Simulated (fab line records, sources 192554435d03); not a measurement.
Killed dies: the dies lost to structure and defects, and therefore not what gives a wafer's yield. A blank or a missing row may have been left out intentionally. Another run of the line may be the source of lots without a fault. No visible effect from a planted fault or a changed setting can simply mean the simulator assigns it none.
Which tool is to blame? + flow n5Finfet + 12 lots with 36 wafers sampled at 3 steps, on a route of 1938 steps

## WHAT THE GAUGES READ, wafer by wafer
N5_MIM_BOT_LITHO_OVL_MEAS_11.
| lot  | measured     | on         | MIM_BOT_OVL (nm) |
|------|--------------|------------|------------------|
| L860 | day 13 01:49 | overlay-01 | -2 -6 -16        |
| L862 | day 13 16:46 | overlay-02 | -1 -2 -7         |
| L863 | day 13 18:10 | overlay-02 | -3 -4 1          |
| L864 | day 14 15:53 | overlay-02 | -11 -7 -8        |
| L869 | day 14 19:25 | overlay-01 | 11 7 6           |
| L871 | day 15 00:35 | overlay-02 | 1 -1 5           |
| L874 | day 16 17:04 | overlay-01 | -3 -2 6          |
| L875 | day 15 20:13 | overlay-01 | 7 4 6            |
| L876 | day 17 01:49 | overlay-01 | 3 1 -2           |
| L877 | day 17 00:56 | overlay-02 | 0 7 -2           |
| L878 | day 17 04:17 | overlay-02 | -5 -1 -5         |
| L879 | day 17 16:08 | overlay-01 | -4 3 6           |

## TOOL THAT RAN EACH LOT (tool first, then ch and the chambers of the sampled wafers, then the start)
| lot  | N5_PMOS_HMC_CHANNEL_EPI_EPI_20 | N5_MIM_TOP_ETCH_PECVD_03        |
|------|--------------------------------|---------------------------------|
| L860 | epiRpcvd-01 ch 0, day 2 00:04  | pecvd-04 ch 1,2, day 13 01:18   |
| L862 | epiRpcvd-01 ch 0, day 2 11:58  | pecvd-02 ch 0,1,2, day 13 16:22 |
| L863 | epiRpcvd-02 ch 0, day 2 17:55  | pecvd-02 ch 0,2, day 13 17:47   |
| L864 | epiRpcvd-01 ch 0, day 3 00:34  | pecvd-01 ch 1,2, day 14 15:30   |
| L869 | epiRpcvd-04 ch 0, day 4 06:41  | pecvd-02 ch 0,1,2, day 14 18:55 |
| L871 | epiRpcvd-01 ch 0, day 4 19:02  | pecvd-02 ch 0,1,2, day 15 00:11 |
| L874 | epiRpcvd-01 ch 0, day 5 12:52  | pecvd-01 ch 0,1, day 16 16:34   |
| L875 | epiRpcvd-02 ch 0, day 5 18:13  | pecvd-01 ch 1,2, day 15 19:50   |
| L876 | epiRpcvd-04 ch 0, day 5 23:40  | pecvd-01 ch 0,1,2, day 17 01:18 |
| L877 | epiRpcvd-02 ch 0, day 6 07:11  | pecvd-04 ch 0,2, day 17 00:24   |
| L878 | epiRpcvd-04 ch 0, day 6 12:22  | pecvd-02 ch 1,2, day 17 03:46   |
| L879 | epiRpcvd-02 ch 0, day 6 18:50  | pecvd-01 ch 0,2, day 17 15:37   |
- N5_PMOS_HMC_CHANNEL_EPI_EPI_20: deposits SiGe30, target thk 59 nm.
- N5_MIM_TOP_ETCH_PECVD_03: deposits SiNx from SiH4/NH3/N2, target thk 20 nm, time 17.6 s.

## AS READ BY THE TOOLS THEMSELVES (means over the sampled wafers that have a number; for cases with no such wafer, the mark the record gives instead)
N5_MIM_TOP_ETCH_PECVD_03.
| lot  | tool     | heaterPowerW (W) | showerheadPlenumPTorr (Torr) | throttleValvePct (%) |
|------|----------|------------------|------------------------------|----------------------|
| L860 | pecvd-04 | 791              | 5.11                         | 41.3                 |
| L862 | pecvd-02 | 842              | 5.11                         | 38.6                 |
| L863 | pecvd-02 | 809              | 5.13                         | 38.8                 |
| L864 | pecvd-01 | 785              | 5.21                         | 38.7                 |
| L869 | pecvd-02 | 852              | 5.10                         | 38.7                 |
| L871 | pecvd-02 | 805              | 5.11                         | 38.7                 |
| L874 | pecvd-01 | 716              | 5.23                         | 44.0                 |
| L875 | pecvd-01 | 759              | 5.22                         | 41.1                 |
| L876 | pecvd-01 | 764              | 5.22                         | 41.4                 |
| L877 | pecvd-04 | 824              | 5.19                         | 41.3                 |
| L878 | pecvd-02 | 814              | 5.09                         | 38.5                 |
| L879 | pecvd-01 | 810              | 5.22                         | 42.1                 |

## THE ANSWER, worked out from the rows above alone
Rule: what is usual is taken from the lots themselves. The widest of any qualifying gaps counts: lots, ordered by their means at a reading, are off when they make up no more than a third of the lots, leave a main group of 4 or more, and stand apart from it by 3 or more times the standard deviation of that group's means. If all means in a main group match to the digits the tables above print for the reading, that group is not used. A lot without any number at a reading at which 4 lots or more have one is off too. Any other lot the step has rows for is counted as sound. First the gauges in route order, then the tools' own readings, where a lot's mean is used as printed above. The first step at which some lot is off is used, and at that step the reading that is off furthest; a lot without a number counts as furthest.
None of the lots is off at any reading shown; this tells nothing.

## WHAT HAD BEEN PUT IN BY THE SIMULATOR
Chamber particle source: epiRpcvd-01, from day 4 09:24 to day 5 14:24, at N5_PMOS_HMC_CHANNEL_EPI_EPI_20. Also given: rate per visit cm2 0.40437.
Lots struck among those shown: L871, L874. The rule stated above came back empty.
